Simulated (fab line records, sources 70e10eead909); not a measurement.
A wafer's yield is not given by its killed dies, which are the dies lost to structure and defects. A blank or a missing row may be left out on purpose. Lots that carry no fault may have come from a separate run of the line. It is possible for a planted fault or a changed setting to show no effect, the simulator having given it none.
Which tool was responsible? -- flow nand harc -- 15 lots with 45 wafers sampled at 4 steps, on a route of 1302 steps

## WHAT THE GAUGES SHOWED, per wafer
NHARC_A_ONON_D1_THK_MEAS_11: measures by ellipsometry. Usual: thk nm reads 1001 nm (standard deviation 8.6).
lot,measured,on,thk nm (nm),flag
L395,day 8 02:56,film metro-01,1002 1003 1004,
L396,day 8 18:34,film metro-01,1001 1000 1003,
L398,day 9 04:35,film metro-02,986 985 988,
L401,day 10 05:19,film metro-01,995 996 996,
L405,day 12 02:02,film metro-01,997 997 996,
L406,day 12 08:39,film metro-02,1001 998 997,
L408,day 12 23:58,film metro-01,998 998 998,
L409,day 13 18:55,film metro-01,989 989 989,
L411,day 14 18:58,film metro-01,1001 1003 1003,
L412,day 14 18:59,film metro-02,1006 1004 1006,
L413,day 15 09:19,film metro-01,1004 1002 1003,
L414,day 15 15:53,film metro-02,1012 1010 1012,
L416,day 16 14:11,film metro-01,1003 1003 1004,
L418,day 17 09:27,film metro-01,999 996 998,
L417,day 17 09:28,film metro-02,993 991 991,

NHARC_A_ONON_D1_THK_MEAS_14: measures by ellipsometry. Usual: thk nm reads 999 nm (standard deviation 8.5).
lot,measured,on,thk nm (nm),flag
L395,day 8 03:29,film metro-02,1001 1001 1002,
L396,day 8 19:08,film metro-01,1007 1008 1007,
L398,day 9 05:09,film metro-02,1009 1011 1009,
L401,day 10 05:53,film metro-01,995 997 998,
L405,day 12 02:38,film metro-01,1000 1001 1002,
L406,day 12 09:13,film metro-02,993 991 994,
L408,day 13 00:32,film metro-02,995 993 995,
L409,day 13 19:29,film metro-02,989 990 989,
L411,day 14 19:32,film metro-01,1022 1022 1019,
L412,day 14 19:34,film metro-02,1003 1005 1005,
L413,day 15 09:53,film metro-01,1003 1002 1003,
L414,day 15 16:26,film metro-02,997 996 998,
L416,day 16 14:44,film metro-01,985 984 984,
L418,day 17 10:01,film metro-02,998 1000 998,
L417,day 17 10:02,film metro-01,993 991 991,

NHARC_A_CHANNEL_HOLE_D1_INSPECT_12. Usual: raw defect count reads 5.9 (standard deviation 2.7).
lot,measured,on,raw defect count,flag
L395,day 8 17:10,defect inspect-02,7 2 2,
L396,day 9 08:55,defect inspect-02,12 7 7,
L398,day 9 18:55,defect inspect-02,6 3 4,
L401,day 10 19:25,defect inspect-02,9 9 5,
L405,day 12 20:01,defect inspect-02,3 8 5,
L406,day 13 05:10,defect inspect-02,8 4 4,
L408,day 13 13:56,defect inspect-01,8 7 9,
L409,day 14 22:51,defect inspect-01,3 6 6,
L411,day 15 09:47,defect inspect-01,7 4 4,
L412,day 15 09:13,defect inspect-01,6 1 8,
L413,day 15 23:31,defect inspect-01,10 6 16,
L414,day 16 05:44,defect inspect-02,0 9 6,
L416,day 17 03:17,defect inspect-02,2 3 4,
L418,day 18 03:10,defect inspect-01,6 5 7,
L417,day 18 02:01,defect inspect-01,3 5 9,

## WHAT TOOL EACH LOT RAN ON (gives the tool, then ch and the chambers of the sampled wafers, and finally the start)
lot,NHARC_A_CHANNEL_HOLE_D1_DEP_00
L395,"acl dep-01 ch 0, day 8 14:30"
L396,"acl dep-02 ch 0, day 9 06:07"
L398,"acl dep-01 ch 0, day 9 16:08"
L401,"acl dep-01 ch 0, day 10 16:56"
L405,"acl dep-03 ch 0, day 12 15:26"
L406,"acl dep-02 ch 0, day 12 23:44"
L408,"acl dep-03 ch 0, day 13 11:49"
L409,"acl dep-03 ch 0, day 14 14:07"
L411,"acl dep-03 ch 0, day 15 07:40"
L412,"acl dep-01 ch 0, day 15 06:28"
L413,"acl dep-02 ch 0, day 15 21:28"
L414,"acl dep-01 ch 0, day 16 03:05"
L416,"acl dep-03 ch 0, day 17 00:25"
L418,"acl dep-02 ch 0, day 18 01:29"
L417,"acl dep-01 ch 0, day 17 23:52"
- NHARC_A_CHANNEL_HOLE_D1_DEP_00: deposits aC, target thk 3100 nm.

## AS READ BY THE TOOLS THEMSELVES (means over the sampled wafers that have a number; for cases with no such wafer, the mark the record gives instead)
NHARC_A_CHANNEL_HOLE_D1_DEP_00. Usual: throttle valve pct reads 34.998 % (standard deviation 0.01).
lot,tool,throttle valve pct (%),flag
L395,acl dep-01,34.997,
L396,acl dep-02,35.001,
L398,acl dep-01,35.003,
L401,acl dep-01,35.007,
L405,acl dep-03,34.987,
L406,acl dep-02,35.005,
L408,acl dep-03,34.998,
L409,acl dep-03,34.995,
L411,acl dep-03,34.997,
L412,acl dep-01,35.003,
L413,acl dep-02,34.998,
L414,acl dep-01,35.001,
L416,acl dep-03,34.997,
L418,acl dep-02,34.996,
L417,acl dep-01,34.998,

## THE ANSWER, worked out from the rows above alone
Rule: take the mean of a lot's wafers that have a number; if it is more than 3 standard deviations from the usual mean, the lot is off. Also off: a lot with no number at a reading for which 4 or more lots have one. All remaining lots with rows at the step are treated as sound. The gauges are gone through in route order, then the tools' own readings, and for those a lot's mean is taken as printed above. The first step at which some lot is off is used, and at that step the reading that is off furthest; a lot without a number counts as furthest.
None of the lots is off at any reading shown; this tells nothing.

## WHAT WAS PUT IN BY THE SIMULATOR
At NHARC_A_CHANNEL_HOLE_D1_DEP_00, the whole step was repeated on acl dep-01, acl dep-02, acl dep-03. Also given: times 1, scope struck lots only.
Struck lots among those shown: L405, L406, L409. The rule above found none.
